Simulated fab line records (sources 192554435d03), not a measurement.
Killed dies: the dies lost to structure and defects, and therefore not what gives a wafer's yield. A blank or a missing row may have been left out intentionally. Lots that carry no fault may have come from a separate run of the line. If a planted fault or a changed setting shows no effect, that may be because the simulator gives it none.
Chamber matching || flow n5_finfet || N5_BEOL_M2_ETCH_64 on rie_diel-02: 4 sister chambers
The step etches SOC in N2/H2, target depth 75 nm, overetch 22.5 nm, time 121.9 s. 18 wafers are shown with their chamber, then 9 later ones without.

== EACH WAFER AND ITS CHAMBER ==
{"wafer": "L074.1", "chamber": 0, "showerhead_plenum_p_Torr (Torr)": 2.43, "throttle_valve_pct (%)": 17.73, "drypump_motor_current_A (A)": 5.6}
{"wafer": "L074.3", "chamber": 2, "showerhead_plenum_p_Torr (Torr)": 2.69, "throttle_valve_pct (%)": 17.97, "drypump_motor_current_A (A)": 5.7}
{"wafer": "L074.5", "chamber": 2, "showerhead_plenum_p_Torr (Torr)": 2.69, "throttle_valve_pct (%)": 17.99, "drypump_motor_current_A (A)": 5.7}
{"wafer": "L075.2", "chamber": 3, "showerhead_plenum_p_Torr (Torr)": 2.45, "throttle_valve_pct (%)": 17.97, "drypump_motor_current_A (A)": 5.6}
{"wafer": "L075.4", "chamber": 2, "showerhead_plenum_p_Torr (Torr)": 2.69, "throttle_valve_pct (%)": 17.96, "drypump_motor_current_A (A)": 5.7}
{"wafer": "L075.5", "chamber": 0, "showerhead_plenum_p_Torr (Torr)": 2.43, "throttle_valve_pct (%)": 17.72, "drypump_motor_current_A (A)": 5.6}
{"wafer": "L076.4", "chamber": 2, "showerhead_plenum_p_Torr (Torr)": 2.68, "throttle_valve_pct (%)": 17.99, "drypump_motor_current_A (A)": 5.7}
{"wafer": "L076.5", "chamber": 1, "showerhead_plenum_p_Torr (Torr)": 2.64, "throttle_valve_pct (%)": 17.79, "drypump_motor_current_A (A)": 5.7}
{"wafer": "L076.6", "chamber": 2, "showerhead_plenum_p_Torr (Torr)": 2.68, "throttle_valve_pct (%)": 17.99, "drypump_motor_current_A (A)": 5.7}
{"wafer": "L080.3", "chamber": 0, "showerhead_plenum_p_Torr (Torr)": 2.42, "throttle_valve_pct (%)": 17.74, "drypump_motor_current_A (A)": 5.6}
{"wafer": "L080.4", "chamber": 1, "showerhead_plenum_p_Torr (Torr)": 2.64, "throttle_valve_pct (%)": 17.80, "drypump_motor_current_A (A)": 5.8}
{"wafer": "L080.5", "chamber": 1, "showerhead_plenum_p_Torr (Torr)": 2.64, "throttle_valve_pct (%)": 17.81, "drypump_motor_current_A (A)": 5.8}
{"wafer": "L082.1", "chamber": 2, "showerhead_plenum_p_Torr (Torr)": 2.68, "throttle_valve_pct (%)": 18.00, "drypump_motor_current_A (A)": 5.7}
{"wafer": "L082.2", "chamber": 3, "showerhead_plenum_p_Torr (Torr)": 2.44, "throttle_valve_pct (%)": 18.01, "drypump_motor_current_A (A)": 5.6}
{"wafer": "L082.3", "chamber": 0, "showerhead_plenum_p_Torr (Torr)": 2.42, "throttle_valve_pct (%)": 17.75, "drypump_motor_current_A (A)": 5.6}
{"wafer": "L082.4", "chamber": 1, "showerhead_plenum_p_Torr (Torr)": 2.64, "throttle_valve_pct (%)": 17.80, "drypump_motor_current_A (A)": 5.8}
{"wafer": "L082.5", "chamber": 3, "showerhead_plenum_p_Torr (Torr)": 2.44, "throttle_valve_pct (%)": 18.01, "drypump_motor_current_A (A)": 5.6}
{"wafer": "L082.6", "chamber": 2, "showerhead_plenum_p_Torr (Torr)": 2.68, "throttle_valve_pct (%)": 18.00, "drypump_motor_current_A (A)": 5.7}

SIGNATURES (averages over the wafers above)
{"reading": "showerhead_plenum_p_Torr", "chamber 0": 2.4250, "chamber 1": 2.6400, "chamber 2": 2.6843, "chamber 3": 2.4433, "scatter within a chamber": 0.00491}
{"reading": "throttle_valve_pct", "chamber 0": 17.7350, "chamber 1": 17.8000, "chamber 2": 17.9857, "chamber 3": 17.9967, "scatter within a chamber": 0.015}
{"reading": "drypump_motor_current_A", "chamber 0": 5.600, "chamber 1": 5.775, "chamber 2": 5.700, "chamber 3": 5.600, "scatter within a chamber": 0.0231}
Rule: a wafer lies at a distance from a chamber equal to the root of the sum of squares, over the readings, of (its reading less the chamber's mean, divided by the reading's scatter). If the next closest chamber is less than 2 further off than the closest, the wafer can't be placed; otherwise it belongs to the closest. The scatter: take each reading less its chamber's mean, square it, sum over the shown wafers, divide by the number of wafers less the number of chambers, and take the root.

== WAFERS MISSING THEIR CHAMBER ==
{"wafer": "L094.1", "showerhead_plenum_p_Torr (Torr)": 2.67, "throttle_valve_pct (%)": 18.02, "drypump_motor_current_A (A)": 5.7}
{"wafer": "L094.2", "showerhead_plenum_p_Torr (Torr)": 2.63, "throttle_valve_pct (%)": 17.84, "drypump_motor_current_A (A)": 5.7}
{"wafer": "L094.3", "showerhead_plenum_p_Torr (Torr)": 2.43, "throttle_valve_pct (%)": 18.02, "drypump_motor_current_A (A)": 5.6}
{"wafer": "L094.4", "showerhead_plenum_p_Torr (Torr)": 2.41, "throttle_valve_pct (%)": 17.78, "drypump_motor_current_A (A)": 5.6}
{"wafer": "L094.5", "showerhead_plenum_p_Torr (Torr)": 2.41, "throttle_valve_pct (%)": 17.79, "drypump_motor_current_A (A)": 5.6}
{"wafer": "L094.6", "showerhead_plenum_p_Torr (Torr)": 2.43, "throttle_valve_pct (%)": 18.03, "drypump_motor_current_A (A)": 5.7}
{"wafer": "L096.3", "showerhead_plenum_p_Torr (Torr)": 2.43, "throttle_valve_pct (%)": 18.05, "drypump_motor_current_A (A)": 5.6}
{"wafer": "L096.4", "showerhead_plenum_p_Torr (Torr)": 2.41, "throttle_valve_pct (%)": 17.78, "drypump_motor_current_A (A)": 5.6}
{"wafer": "L096.6", "showerhead_plenum_p_Torr (Torr)": 2.67, "throttle_valve_pct (%)": 18.05, "drypump_motor_current_A (A)": 5.6}

== THE CHAMBER EACH PASSED THROUGH ==
{"wafer": "L094.1", "from the rows above": 2, "in truth": 2}
{"wafer": "L094.2", "from the rows above": 1, "in truth": 1}
{"wafer": "L094.3", "from the rows above": 3, "in truth": 3}
{"wafer": "L094.4", "from the rows above": 0, "in truth": 0}
{"wafer": "L094.5", "from the rows above": 0, "in truth": 0}
{"wafer": "L094.6", "from the rows above": 3, "in truth": 3}
{"wafer": "L096.3", "from the rows above": 3, "in truth": 3}
{"wafer": "L096.4", "from the rows above": 0, "in truth": 0}
{"wafer": "L096.6", "from the rows above": 2, "in truth": 2}
Placed correctly: 9 of 9. Number that these rows cannot place: 0. Number placed wrongly: 0.
